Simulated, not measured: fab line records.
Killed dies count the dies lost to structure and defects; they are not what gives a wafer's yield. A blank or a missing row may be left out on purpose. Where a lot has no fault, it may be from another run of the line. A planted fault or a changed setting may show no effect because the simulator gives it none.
Split-lot study / flow n5-finfet / route with 1938 steps; 7 lots, 21 wafers read

THE SPLIT ITSELF
At N5_MOL_CONTACT_COAG_ETCH_47 (etches SiNx in CH3F/O2, stops on W, target depth 27 nm), the setting over-etch-frac was moved away from the recipe's 0.2 on 8 of the 21 wafers read, by -6.4% to +6.8%. For the rest of the wafers, this setting stayed at what the recipe calls for.

The reading comes from the split's own step.

THE READING
etch.over-etch-s (the simulator's own value, which no gauge read), in s, at N5_MOL_CONTACT_COAG_ETCH_47 (etches SiNx in CH3F/O2, stops on W, target depth 27 nm). The file does not state a usual value for it. Across the 13 wafers here that went through the recipe, the average is 5.204 s and the standard deviation 0.066 s.

wafer=L076.3; tool, chamber at the split=rie-diel-01, 0; over-etch-frac as run=0.2; against the recipe=recipe; etch.over-etch-s, s=5.141; against lot-mates on the recipe=-
wafer=L076.4; tool, chamber at the split=rie-diel-01, 0; over-etch-frac as run=0.1872; against the recipe=-6.4%; etch.over-etch-s, s=4.824; against lot-mates on the recipe=-0.338
wafer=L076.6; tool, chamber at the split=rie-diel-01, 3; over-etch-frac as run=0.2; against the recipe=recipe; etch.over-etch-s, s=5.184; against lot-mates on the recipe=-
wafer=L077.1; tool, chamber at the split=rie-diel-01, 2; over-etch-frac as run=0.2136; against the recipe=+6.8%; etch.over-etch-s, s=5.436; against lot-mates on the recipe=no lot-mate on the recipe
wafer=L077.2; tool, chamber at the split=rie-diel-01, 3; over-etch-frac as run=0.2136; against the recipe=+6.8%; etch.over-etch-s, s=5.464; against lot-mates on the recipe=no lot-mate on the recipe
wafer=L077.5; tool, chamber at the split=rie-diel-01, 3; over-etch-frac as run=0.2136; against the recipe=+6.8%; etch.over-etch-s, s=5.477; against lot-mates on the recipe=no lot-mate on the recipe
wafer=L085.1; tool, chamber at the split=rie-diel-04, 2; over-etch-frac as run=0.2; against the recipe=recipe; etch.over-etch-s, s=5.15; against lot-mates on the recipe=-
wafer=L085.4; tool, chamber at the split=rie-diel-04, 0; over-etch-frac as run=0.2; against the recipe=recipe; etch.over-etch-s, s=5.106; against lot-mates on the recipe=-
wafer=L085.5; tool, chamber at the split=rie-diel-04, 1; over-etch-frac as run=0.2; against the recipe=recipe; etch.over-etch-s, s=5.221; against lot-mates on the recipe=-
wafer=L088.1; tool, chamber at the split=rie-diel-02, 0; over-etch-frac as run=0.2; against the recipe=recipe; etch.over-etch-s, s=5.316; against lot-mates on the recipe=-
wafer=L088.4; tool, chamber at the split=rie-diel-02, 1; over-etch-frac as run=0.2; against the recipe=recipe; etch.over-etch-s, s=5.164; against lot-mates on the recipe=-
wafer=L088.5; tool, chamber at the split=rie-diel-02, 1; over-etch-frac as run=0.2121; against the recipe=+6.0%; etch.over-etch-s, s=5.587; against lot-mates on the recipe=+0.347
wafer=L093.1; tool, chamber at the split=rie-diel-01, 3; over-etch-frac as run=0.2; against the recipe=recipe; etch.over-etch-s, s=5.247; against lot-mates on the recipe=-
wafer=L093.3; tool, chamber at the split=rie-diel-01, 0; over-etch-frac as run=0.2062; against the recipe=+3.1%; etch.over-etch-s, s=5.333; against lot-mates on the recipe=+0.148
wafer=L093.6; tool, chamber at the split=rie-diel-01, 1; over-etch-frac as run=0.2; against the recipe=recipe; etch.over-etch-s, s=5.124; against lot-mates on the recipe=-
wafer=L094.2; tool, chamber at the split=rie-diel-02, 0; over-etch-frac as run=0.2; against the recipe=recipe; etch.over-etch-s, s=5.312; against lot-mates on the recipe=-
wafer=L094.5; tool, chamber at the split=rie-diel-02, 3; over-etch-frac as run=0.2; against the recipe=recipe; etch.over-etch-s, s=5.272; against lot-mates on the recipe=-
wafer=L094.6; tool, chamber at the split=rie-diel-02, 1; over-etch-frac as run=0.2; against the recipe=recipe; etch.over-etch-s, s=5.2; against lot-mates on the recipe=-
wafer=L092.1; tool, chamber at the split=rie-diel-04, 2; over-etch-frac as run=0.2046; against the recipe=+2.3%; etch.over-etch-s, s=5.391; against lot-mates on the recipe=+0.174
wafer=L092.2; tool, chamber at the split=rie-diel-04, 0; over-etch-frac as run=0.2046; against the recipe=+2.3%; etch.over-etch-s, s=5.21; against lot-mates on the recipe=-0.007
wafer=L092.3; tool, chamber at the split=rie-diel-04, 3; over-etch-frac as run=0.2; against the recipe=recipe; etch.over-etch-s, s=5.217; against lot-mates on the recipe=-

FIT RESULTS
A straight line over all 21 wafers: etch.over-etch-s changes by +0.0468 s for each +1% of over-etch-frac; r = +0.90; the points scatter about the line by 0.073 s.
The same after taking each lot's own level away (the mean of its wafers on the recipe; 18 wafers): +0.0525 s for each +1%; r = +0.91; scatter 0.058 s.
According to that fit, moving over-etch-frac by its largest amount changes the reading by 0.36 s.
The span of the lots' own levels, 5.1590 to 5.2613 s, comes to 1.6 times the standard deviation stated above.
So the slope is not independent of the lot-to-lot level: the two fits are not the same.
Check: -0.341 s against its lot-mates is what the line predicts for one of the wafers moved furthest among these (-6.4%) when that wafer is left out of the fit. Against them it came out at -0.338 s.

FILE'S OWN FIT
etch.over-etch-s changes by +0.0531 s for each +1% of over-etch-frac, r = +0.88.
